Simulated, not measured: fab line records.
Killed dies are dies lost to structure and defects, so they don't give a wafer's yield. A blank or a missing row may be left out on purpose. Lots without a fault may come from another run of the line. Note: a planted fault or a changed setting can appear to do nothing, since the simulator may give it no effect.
Problem report in the 8D (eight disciplines) form, filled by code :: flow n5-finfet :: the parts of the form that need people (team, actions taken, sign-off) are left out

== 1. PROBLEM STATEMENT ==
At N5_PASSIVATION_STRIP_48, temp-c averages 59.08 C over 6 wafers from 2 lots, while fault-free wafers read 59.99 C, standard deviation 0.12. That puts it -7.6 standard deviations away from the usual mean.
The step: strips in O2.
First seen on wafer L740.2, day 15 23:08, on rie-diel-03. At this step, 30 wafers from 10 lots have a number in the record. The rule behind "out" and "out of limits": a value lying over 4 standard deviations away from the usual mean. The rest of the wafers with a number are treated as sound.

== 2. WHAT IT IS, WHAT IT ISN'T ==
question: which readings at this step
is: temp-c
is not: drypump-motor-current-A, oes-product-au, rf-vpp-V, showerhead-plenum-p-Torr, throttle-valve-pct

question: which lots
is: L740, L743
is not: L728, L729, L730, L731, L741, L744, L746, L749

question: which wafers of those lots
is: all that have a number
is not: -

question: read on which tools
is: rie-diel-03
is not: rie-diel-01, rie-diel-05

question: when
is: from day 15 23:08
is not: up to then (15 sound wafers); but 9 sound wafers of L744, L746, L749 came after

== 3. WHAT RULES OUT EACH SUSPECT ==
Counting: a tool at any process step up to the reading remains a suspect when it ran all the lots that are out and ran no sound lot after the first of those.
- rie-diel-02 at N5_PASSIVATION_PASS_ETCH_74 (etches SiNx in CF4/O2, target depth 220 nm, time 110 s): kept. It ran every lot that is out, first L740 (day 15 18:45), and no sound lot after that; its last sound lot up to then is L731 (day 13 05:20).
- rie-diel-03 at N5_PASSIVATION_STRIP_48 (strips in O2): kept. It ran every lot that is out, first L740 (day 15 23:08), and no sound lot after that; its last sound lot up to then is L741 (day 15 17:25). Its own temp-c readings are out on those wafers.
What counting leaves: rie-diel-02 at N5_PASSIVATION_PASS_ETCH_74 and rie-diel-03 at N5_PASSIVATION_STRIP_48.

== 4. THE CAUSE (what the simulator had put in) ==
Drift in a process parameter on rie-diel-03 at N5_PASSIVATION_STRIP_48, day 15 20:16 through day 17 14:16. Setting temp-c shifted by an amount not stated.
Counting leaves 2 suspects; this tool is one of them.

== 5. SEQUENCE OF EFFECTS, ordered by route ==
Each row: a reading whose mean over the struck wafers that have a number lies more than 3 standard deviations from the usual. Readings are gone through only where the record gives a usual standard deviation; hours: the median, over the lots, of the time from a lot's start at the first step in this table giving one to that lot's start at this step; sigmas: the change measured in usual standard deviations.
hours: 0
step: N5_PASSIVATION_STRIP_48
reading: temp-c
usual: 59.99 C
on struck wafers: 59.08
change: -0.91
sigmas: -7.6
Process steps it contains:
- N5_PASSIVATION_STRIP_48: strips in O2.

== 6. HOW IT WOULD HAVE BEEN CAUGHT EARLIER ==
The fault began at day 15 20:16; the first out-of-limits reading in this record came at day 15 23:08, 3 hours later.
